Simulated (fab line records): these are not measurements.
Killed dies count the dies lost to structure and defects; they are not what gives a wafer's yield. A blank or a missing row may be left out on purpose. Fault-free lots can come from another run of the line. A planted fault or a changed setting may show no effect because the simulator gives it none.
fab line records -- flow n5Finfet
[record] lots = 10, wafers = 27, lastDay = 18
route steps=1938 shown BEOL_M2@863 BEOL_M4@1111 PASSIVATION@1936
lots untouched by any fault: they come from a run of this same line in which no faults occurred
startH: hours from the record's opening day to when the first of the lot's shown wafers began -- waitH: hours from the lot's prior step to this one -- " as in the row above -- L1.1+2: a row that stands for several wafers -- - no value, or no start given -- * or withheld: withheld -- < > ~ a bound
route shown NAME@n: names a module that has steps shown in the file, with the first one's number in the route -- usual: mean/standard deviation taken from wafers without a fault -- same: alike in all rows -- chamber/n: place in a boat -- sites: the reading at each site -- _std_site: standard deviation of those values -- _edge_site: the outer-site mean with the inner-site mean subtracted -- radiusMm: for every site, how far away it sits from the centre of the wafer -- mask NAME#n: copy n -- behind: tool/chamber where the wafer was last shaped -- hold: the reason the lot was held/the length of the hold in hours/how it ended -- device: whichever transistor did not switch (one of n, p or np) -- end of line: at the end of the route, the tests of the same wafers -- a step with no rows: only its recipe -- killed: at the first sort, the dies lost to defects and structure; wafer yield is something else -- map: a wafer's dies, marking killed ones x, the rest . and places with no die _
set.NAME: the setting as run; set.NAME@STEP: as run at that earlier step -- model.NAME: the simulator's own value behind a step, which no gauge read
one table for each step of the route and one row for each wafer, over a sample of lots
services: the hour from which a tool's chamber was out of use, counted from the record's first day as startH (under 0 if before that day), plus the number of hours and why
[[steps]]
[step N5_BEOL_M2_STRIP_66]
[recipe] chemistry = CF4, resist = SiARC, powerW = 300, biasPowerW = 75, pressureMtorr = 50, cf4FlowSccm = 150, rfFrequencyHz = 6e+07
[usual] drypumpMotorCurrentA = 5.6/0.46, oesProductAu = 0.79/0.071, rfVppV = 271.3/1.5, showerheadPlenumPTorr = 1.80/0.056, throttleValvePct = 13.50/0.13
lot.wafer,tool,chamber,startH,waitH,drypumpMotorCurrentA,oesProductAu,rfHoursCounterH,rfVppV,showerheadPlenumPTorr,throttleValvePct
L439.1,rieDiel-06,3,136.69,0.0,5.1,0.88,33,268.7,1.77,13.53
L439.3,rieDiel-06,0,136.69,0.0,5.2,0.72,188,272.4,1.86,13.45
L439.4,rieDiel-06,1,136.69,0.0,6.3,0.93,9,274.8,1.90,13.31
L443.1,rieDiel-01,0,158.67,0.0,5.2,0.84,62,274.2,1.88,13.42
L443.2,rieDiel-01,1,158.67,0.0,5.3,0.69,246,272.6,1.76,13.95
L443.3,rieDiel-01,3,158.67,0.0,6.1,0.68,242,270.6,1.78,13.80
L448.3,rieDiel-04,0,200.82,0.0,6.0,0.77,130,270.7,1.74,13.40
L448.5,rieDiel-04,2,200.82,0.0,6.0,0.70,-,271.4,1.80,13.54
L448.6,rieDiel-04,3,200.82,0.0,5.2,0.81,-,270.6,1.72,13.51
L454.1,rieDiel-06,2,224.95,0.0,5.8,0.81,80,271.5,1.82,13.47
L454.6,rieDiel-06,0,224.95,0.0,5.2,0.70,-,271.3,1.85,13.51
L457.3,rieDiel-01,3,236.11,0.0,6.2,0.96,5,270.4,1.78,13.23
L457.5,rieDiel-01,0,236.11,0.0,5.2,0.79,-,272.9,1.87,13.51
L458.5,rieDiel-04,1,252.85,0.0,5.8,0.89,-,271.6,1.82,13.33
L458.6,rieDiel-04,0,252.85,0.0,5.9,0.76,-,268.8,1.74,13.45
L459.2,rieDiel-06,0,269.16,0.0,5.2,0.69,235,272.3,1.84,13.56
L459.4,rieDiel-06,1,269.16,0.0,6.4,0.84,54,272.0,1.88,13.42
L459.5,rieDiel-06,1,269.16,0.0,6.4,0.84,-,275.4,1.89,13.43
L460.1,rieDiel-06,2,274.97,0.0,5.8,0.80,94,271.3,1.81,13.52
L460.2,rieDiel-06,0,274.97,0.0,5.2,0.69,237,272.4,1.84,13.57
L460.3,rieDiel-06,3,274.97,0.0,5.0,0.81,80,270.0,1.75,13.63
L462.1,rieDiel-06,1,276.90,0.0,6.4,0.83,56,273.7,1.88,13.42
L462.3,rieDiel-06,3,276.90,0.0,5.1,0.81,81,270.1,1.75,13.63
L462.4,rieDiel-06,2,276.90,0.0,5.7,0.80,95,271.4,1.81,13.50
L461.3,rieDiel-06,2,281.86,0.0,5.8,0.80,97,271.6,1.81,13.52
L461.5,rieDiel-06,1,281.86,0.0,6.3,0.83,-,272.5,1.88,13.44
L461.6,rieDiel-06,0,281.86,0.0,5.2,0.68,-,271.4,1.84,13.57
[step N5_BEOL_M2_STRIP_19]
[recipe] chemistry = O2, powerW = 400, tempC = 40, pressureMtorr = 30, rfFrequencyHz = 6e+07, biasPowerW = 0, overashFraction = 0.2, o2FlowSccm = 225
[usual] drypumpMotorCurrentA = 5.6/0.44, oesProductAu = 0.80/0.077, rfVppV = 3.6/0.45, showerheadPlenumPTorr = 2.10/0.072, throttleValvePct = 16.57/0.17
lot.wafer,tool,chamber,startH,waitH,drypumpMotorCurrentA,oesProductAu,rfHoursCounterH,rfVppV,showerheadPlenumPTorr,throttleValvePct
L439.1,rieDiel-04,1,136.92,0.1,5.8,0.68,228,3.6,2.16,16.95
L439.3,rieDiel-04,2,136.92,0.1,6.0,0.73,171,4.2,2.10,16.51
L439.4,rieDiel-04,3,136.92,0.1,5.1,0.85,76,3.8,2.03,16.67
L443.1,rieDiel-06,1,158.83,0.1,6.4,0.90,17,2.8,2.25,16.56
L443.2,rieDiel-06,3,158.83,0.1,5.0,0.91,43,3.6,2.06,16.69
L443.3,rieDiel-06,0,158.83,0.1,5.2,0.72,197,3.0,2.14,16.35
L448.3,rieDiel-06,1,200.97,0.1,6.4,0.88,33,3.2,2.24,16.58
L448.5,rieDiel-06,1,200.97,0.1,6.3,0.87,-,3.9,2.24,16.59
L448.6,rieDiel-06,0,200.97,0.1,5.2,0.71,-,3.6,2.14,16.38
L454.1,rieDiel-01,0,225.10,0.1,5.2,0.82,93,3.8,2.21,16.65
L454.6,rieDiel-01,1,225.10,0.1,5.4,0.70,-,3.6,2.03,16.94
L457.3,rieDiel-01,2,236.26,0.1,5.6,0.83,78,3.8,2.05,16.59
L457.5,rieDiel-01,0,236.26,0.1,5.2,0.79,-,4.6,2.21,16.66
L458.5,rieDiel-04,2,253.02,0.0,6.0,0.69,-,3.2,2.09,16.57
L458.6,rieDiel-04,3,253.02,0.0,5.1,0.80,-,3.9,2.02,16.75
L459.2,rieDiel-04,0,269.31,0.1,6.0,0.75,154,3.9,1.99,16.40
L459.4,rieDiel-04,2,269.31,0.1,6.0,0.68,221,4.2,2.09,16.58
L459.5,rieDiel-04,3,269.31,0.1,5.1,0.78,-,3.9,2.02,16.74
L460.1,rieDiel-06,2,275.25,0.2,5.8,0.82,94,4.3,2.09,16.44
L460.2,rieDiel-06,3,275.25,0.2,5.1,0.86,80,4.4,2.05,16.78
L460.3,rieDiel-06,1,275.25,0.2,6.4,0.84,55,3.4,2.23,16.62
L462.1,rieDiel-06,0,277.05,0.1,5.2,0.69,238,3.6,2.13,16.42
L462.3,rieDiel-06,2,277.05,0.1,5.8,0.81,95,3.2,2.09,16.46
L462.4,rieDiel-06,3,277.05,0.1,5.1,0.86,81,4.2,2.05,16.78
L461.3,rieDiel-04,2,282.07,0.1,6.0,0.68,224,3.6,2.08,16.59
L461.5,rieDiel-04,2,282.07,0.1,6.0,0.68,-,3.8,2.08,16.60
L461.6,rieDiel-04,1,282.07,0.1,5.8,0.88,-,4.0,2.14,16.57
[step N5_BEOL_M2_ALD_98]
[recipe] material = SiO2, targetThkA = 25, tempC = 100, aldPrecursorFamily = BDEAS, aldCoReactant = O2-plasma, pulseTimeS = 1, coReactantPulseTimeS = 1, purgeTimeS = 2, coReactantPurgeTimeS = 2, aldCycles = 17, pressureTorr = 2
[usual] aldCycles = 17/0, heaterPowerW = 80/8, precursorPulseHeightRel = 1.001/0.02
lot.wafer,tool,chamber,startH,waitH,aldCycles,heaterPowerW,precursorPulseHeightRel
L439.1,aldSin-04,2,137.56,0.1,17,85,1.007
L439.3,aldSin-04,3,137.56,0.1,17,73,0.975
L439.4,aldSin-04,1,137.56,0.1,17,74,0.982
L443.1,aldSin-04,3,159.81,0.1,17,73,1.028
L443.2,aldSin-04,2,159.81,0.1,17,85,1.032
L443.3,aldSin-04,1,159.81,0.1,17,76,1.013
L448.3,aldSin-04,2,201.63,0.1,17,87,0.983
L448.5,aldSin-04,1,201.63,0.1,17,79,0.988
L448.6,aldSin-04,2,201.63,0.1,17,86,1.007
L454.1,aldSin-04,1,225.91,0.1,27,77,0.987
L454.6,aldSin-04,3,225.91,0.1,17,73,0.982
L457.3,aldSin-04,2,236.90,0.1,17,87,1.000
L457.5,aldSin-04,3,236.90,0.1,27,75,0.949
L458.5,aldSin-04,1,258.75,0.1,27,77,0.984
L458.6,aldSin-04,2,258.75,0.1,17,88,1.026
L459.2,aldSin-03,1,270.02,0.1,17,78,1.000
L459.4,aldSin-03,3,270.02,0.1,17,72,1.015
L459.5,aldSin-03,0,270.02,0.1,17,83,1.034
L460.1,aldSin-02,1,276.29,0.3,17,81,1.000
L460.2,aldSin-02,2,276.29,0.3,17,69,0.972
L460.3,aldSin-02,3,276.29,0.3,17,93,0.994
L462.1,aldSin-02,0,278.11,0.2,17,94,1.009
L462.3,aldSin-02,3,278.11,0.2,17,93,1.008
L462.4,aldSin-02,2,278.11,0.2,17,68,0.994
L461.3,aldSin-03,0,282.85,0.1,17,81,0.972
L461.5,aldSin-03,1,282.85,0.1,17,78,1.012
L461.6,aldSin-03,0,282.85,0.1,17,83,1.000
[step N5_BEOL_M2_VIA_ETCH_34]
[recipe] chemistry = C4F6/O2, targetDepthA = 694, maskMaterial = SOC, pressureMtorr = 15, ionEnergyEv = 250, taperDeg = 4, timeS = 65.9, sourceW = 350, biasW = 170, Ar_flow_sccm = 300, C4F6_flow_sccm = 10, O2_flow_sccm = 10
[usual] drypumpMotorCurrentA = 5.7/0.41, oesProductAu = 0.80/0.084, rfVppV = 659/19, showerheadPlenumPTorr = 2.84/0.084, throttleValvePct = 30.6/0.31
lot.wafer,tool,chamber,startH,waitH,drypumpMotorCurrentA,oesProductAu,rfHoursCounterH,rfVppV,showerheadPlenumPTorr,throttleValvePct
L439.1,rieDiel-04,0,141.19,0.0,5.9,0.80,106,648,2.77,30.8
L439.3,rieDiel-04,2,141.19,0.0,6.0,0.71,172,653,2.82,30.2
L439.4,rieDiel-04,3,141.19,0.0,5.1,0.84,77,645,2.77,31.0
L443.1,rieDiel-04,2,160.44,0.0,6.0,0.71,180,653,2.81,30.2
L443.2,rieDiel-04,3,160.44,0.0,5.1,0.82,85,644,2.77,31.0
L443.3,rieDiel-04,1,160.44,0.0,5.9,0.68,238,697,2.93,31.1
L448.3,rieDiel-04,0,203.49,0.0,5.9,0.78,130,647,2.76,30.8
L448.5,rieDiel-04,0,203.49,0.0,6.0,0.78,-,648,2.76,30.8
L448.6,rieDiel-04,3,203.49,0.0,5.1,0.83,-,643,2.77,31.0
L454.1,rieDiel-04,0,233.93,0.0,5.9,0.77,142,647,2.75,30.8
L454.6,rieDiel-04,2,233.93,0.0,6.0,0.70,-,653,2.80,30.2
L457.3,rieDiel-01,3,248.18,0.0,6.1,0.97,9,673,2.75,29.8
L457.5,rieDiel-01,3,248.18,0.0,6.1,0.97,-,673,2.75,29.8
L458.5,rieDiel-01,0,261.46,0.0,5.2,0.79,-,681,2.96,30.6
L458.6,rieDiel-01,1,261.46,0.0,5.3,0.95,-,675,2.79,30.8
L459.2,rieDiel-06,0,274.36,0.0,5.2,0.68,237,643,2.93,30.5
L459.4,rieDiel-06,3,274.36,0.0,5.0,0.82,80,641,2.75,30.5
L459.5,rieDiel-06,3,274.36,0.0,5.1,0.83,-,642,2.76,30.6
L460.1,rieDiel-04,3,280.55,0.0,5.1,0.79,122,643,2.75,31.0
L460.2,rieDiel-04,2,280.55,0.0,6.0,0.68,224,653,2.79,30.2
L460.3,rieDiel-04,1,280.55,0.0,5.8,0.89,23,696,2.92,31.0
L462.1,rieDiel-04,2,288.03,0.0,6.0,0.69,227,654,2.79,30.2
L462.3,rieDiel-04,3,288.03,0.0,5.1,0.79,124,643,2.75,31.0
L462.4,rieDiel-04,0,288.03,0.0,5.9,0.75,159,648,2.74,30.8
L461.3,rieDiel-06,1,288.26,0.0,6.3,0.83,61,641,2.97,30.4
L461.5,rieDiel-06,2,288.26,0.0,5.8,0.83,-,663,2.86,30.5
L461.6,rieDiel-06,3,288.26,0.0,5.1,0.82,-,640,2.75,30.5
[step N5_BEOL_M4_RC_MEAS_101]
[usual] DIBL_N = 36.4/2.7, DIBL_P = 36/3.2, IOFF_N = 0.16/0.046, IOFF_P = 0.21/0.055, ION_N = 677/15, ION_P = 464/11, SS_N = 71.5/0.79, SS_P = 73.3/0.93, VT_N = 250/4.1, VT_P = -251/4.4
lot.wafer,tool,chamber,startH,waitH,DIBL_N[mV/V],DIBL_P[mV/V],IOFF_N[nA/um],IOFF_P[nA/um],ION_N[uA/um],ION_P[uA/um],SS_N[mV/dec],SS_P[mV/dec],VT_N[mV],VT_P[mV]
L439.1,prober-01,0,164.22,0.2,34.9,35,0.14,0.22,670,466,72.1,73.6,251,-247
L439.3,prober-01,0,164.22,0.2,36.4,37,0.18,0.26,683,472,72.4,73.2,247,-245
L439.4,prober-01,0,164.22,0.2,39.0,41,0.23,0.35,690,470,72.5,75.1,247,-240
L443.1,prober-02,0,206.75,0.0,31.4,29,0.09,0.13,648,452,69.9,71.0,256,-257
L443.2,prober-02,0,206.75,0.0,36.5,36,0.17,0.21,691,470,71.7,72.6,246,-249
L443.3,prober-02,0,206.75,0.0,35.3,34,0.14,0.18,677,463,71.3,72.5,252,-253
L448.3,prober-01,0,235.90,0.3,37.4,37,0.14,0.21,667,468,71.6,73.1,254,-250
L448.5,prober-01,0,235.90,0.3,38.3,37,0.16,0.23,686,472,71.9,73.2,251,-249
L448.6,prober-01,0,235.90,0.3,39.2,40,0.18,0.28,690,473,71.7,74.1,247,-247
L454.1,prober-01,0,275.16,0.0,34.2,34,0.13,0.17,651,447,71.6,73.1,251,-252
L454.6,prober-01,0,275.16,0.0,39.3,39,0.24,0.25,680,458,72.6,73.8,247,-247
L457.3,prober-02,0,286.89,0.3,37.8,41,0.18,0.22,671,450,72.3,73.9,251,-253
L457.5,prober-02,0,286.89,0.3,34.3,36,0.12,0.16,658,445,71.2,72.7,254,-258
L458.5,prober-02,0,293.67,0.6,37.6,37,0.17,0.24,675,466,72.1,74.6,249,-248
L458.6,prober-02,0,293.67,0.6,37.0,36,0.17,0.22,676,454,71.6,74.0,248,-247
L459.2,prober-01,0,298.85,0.2,36.5,35,0.14,0.19,663,462,70.9,72.6,250,-251
L459.4,prober-01,0,298.85,0.2,32.8,31,0.10,0.14,659,453,70.5,72.4,256,-256
L459.5,prober-01,0,298.85,0.2,35.4,34,0.13,0.17,670,461,71.1,72.0,252,-255
L460.1,prober-02,0,316.62,0.0,36.8,37,0.19,0.23,697,475,71.2,72.9,246,-248
L460.2,prober-02,0,316.62,0.0,37.1,38,0.20,0.23,694,466,71.2,73.8,246,-253
L460.3,prober-02,0,316.62,0.0,37.0,38,0.17,0.23,673,466,71.6,74.1,247,-251
L461.3,prober-02,0,319.36,0.3,40.0,38,0.21,0.22,677,457,72.4,73.5,249,-253
L461.5,prober-02,0,319.36,0.3,36.7,34,0.14,0.16,659,448,71.2,72.5,253,-257
L461.6,prober-02,0,319.36,0.3,41.0,40,0.23,0.25,689,467,72.3,74.2,247,-252
L462.1,prober-01,0,319.44,0.0,28.6,29,0.06,0.09,633,435,70.3,70.7,264,-265
L462.3,prober-01,0,319.44,0.0,32.5,32,0.11,0.12,658,440,71.0,71.9,256,-259
L462.4,prober-01,0,319.44,0.0,32.1,33,0.11,0.13,677,462,70.6,71.7,253,-259
[step N5_PASSIVATION_PROBE_49]
[usual] defectLimitedYield = 91.1/1.4, killed_at_M0_to_M3 = 34/9.7, killed_at_M4_up = 13/5.1, killedAtContacts = 14/6.3, killedAtFrontEnd = 40/11, killedAtOther = 3.5/2.7, killedDies = 105/16, killedOnRim = 13/4.1, killedOpen = 70/12, killedShort = 34/7.8, sort_bin_4_leakage = 0.02/0.13, sort_bin_5_function = 5.2/0.88, sort_bin_6_memory = 3.3/0.7, sort_bin_8_speed = 0.1/0.62, sortNPass = 1074/17, sortYieldPct = 91.0/1.5
[same] grossDies = 1180, killedAtBackSide = 0
lot.wafer,tool,chamber,startH,waitH,defectLimitedYield[%],killed_at_M0_to_M3,killed_at_M4_up,killedAtContacts,killedAtFrontEnd,killedAtOther,killedDies,killedOnRim,killedOpen,killedShort,sort_bin_4_leakage[%],sort_bin_5_function[%],sort_bin_6_memory[%],sort_bin_8_speed[%],sortNPass,sortYieldPct[%]
L461.3,prober-01,-,423.82,0.1,91.2,25,15,10,49,5,104,18,70,34,0,5.6,3.1,0,1076,91.2
L461.5,prober-01,-,423.92,0.2,88.7,32,28,8,62,3,133,17,90,43,0,7.5,3.6,0,1047,88.7
L461.6,prober-01,-,423.97,0.3,87.8,40,18,21,63,2,144,13,107,37,0,7.5,4.5,0,1036,87.8
// killed by level:class
L461.3 STI_FIN_REVEAL:geometricParticle:open=22 BEOL_M0_SAQP:geometricParticle:open=10 MOL_CONTACT_COAG:geometricParticle:open=9 BEOL_M4:geometricParticle:short=7 STI_FIN_REVEAL:geometricParticle:short=6 BEOL_M0_SAQP:geometricParticle:short=5 FIN_SAQP:geometricParticle:open=4 FIN_SAQP:geometricParticle:short=4
L461.5 STI_FIN_REVEAL:geometricParticle:open=18 FIN_SAQP:geometricParticle:open=12 BEOL_M5:geometricParticle:open=10 GATE_CUT:geometricParticle:short=9 FIN_SAQP:geometricParticle:short=8 MOL_CONTACT_COAG:geometricParticle:open=7 BEOL_M1:geometricParticle:open=6 BEOL_M1:geometricParticle:short=6
L461.6 STI_FIN_REVEAL:geometricParticle:open=30 MOL_CONTACT_COAG:geometricParticle:open=20 BEOL_M0_SAQP:geometricParticle:open=12 FIN_SAQP:geometricParticle:open=10 BEOL_M0_SAQP:geometricParticle:short=8 BEOL_M2:geometricParticle:open=8 STI_FIN_REVEAL:geometricParticle:short=7 BEOL_M4:geometricParticle:open=7
[[services]]
tool,chamber,startH,hours,kind
rieDiel-04,3,122.87,3.9,repair
rieDiel-04,-,126.60,2.8,pm
aldSin-02,2,130.82,3.4,repair
rieDiel-01,-,144.78,4.3,pm
aldSin-04,0,151.87,11.8,repair
rieDiel-06,3,173.08,5.7,repair
aldSin-02,-,177.38,14.0,pm
rieDiel-04,3,185.80,9.3,repair
rieDiel-04,1,195.45,-,clean
rieDiel-04,1,195.45,-,consumableReplace:focusRing
rieDiel-04,1,195.45,17.4,scheduledDown
rieDiel-04,1,195.45,17.4,ventCycle
aldSin-02,1,203.12,14.9,repair
rieDiel-01,3,205.59,-,clean
rieDiel-01,3,205.59,-,consumableReplace:focusRing
rieDiel-01,3,205.59,19.6,scheduledDown
rieDiel-01,3,205.59,19.6,ventCycle
rieDiel-06,-,221.57,2.8,pm
aldSin-03,-,225.16,1.1,repair
rieDiel-01,1,225.32,-,clean
rieDiel-01,1,225.32,-,consumableReplace:focusRing
aldSin-03,3,256.27,4.4,repair
rieDiel-06,-,256.88,0.1,repair
rieDiel-01,-,284.58,0.4,repair
[[key]]
[firstSign] step = N5_BEOL_M2_ALD_98, reading = aldCycles, direction = up, sigmas = 99+, usual = *, struck = *
effect none on later readings
metAt N5_BEOL_M2_ALD_98
struckLots L454,L457,L458
struckWafers L454.1,L457.5,L458.5
notActingAt N5_BEOL_M2_STRIP_66,N5_BEOL_M2_STRIP_19,N5_BEOL_M2_VIA_ETCH_34
onsetBetween 201.63 225.91
[fault] kind = processParameterDrift, tool = aldSin-04, chamber = -, onsetH = 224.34, steps = N5_BEOL_M2_ALD_98, channel = aldCycles, offset = *, shape = step, endH = 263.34, scope = struckWafersOnly, actsIn = *, stated = *
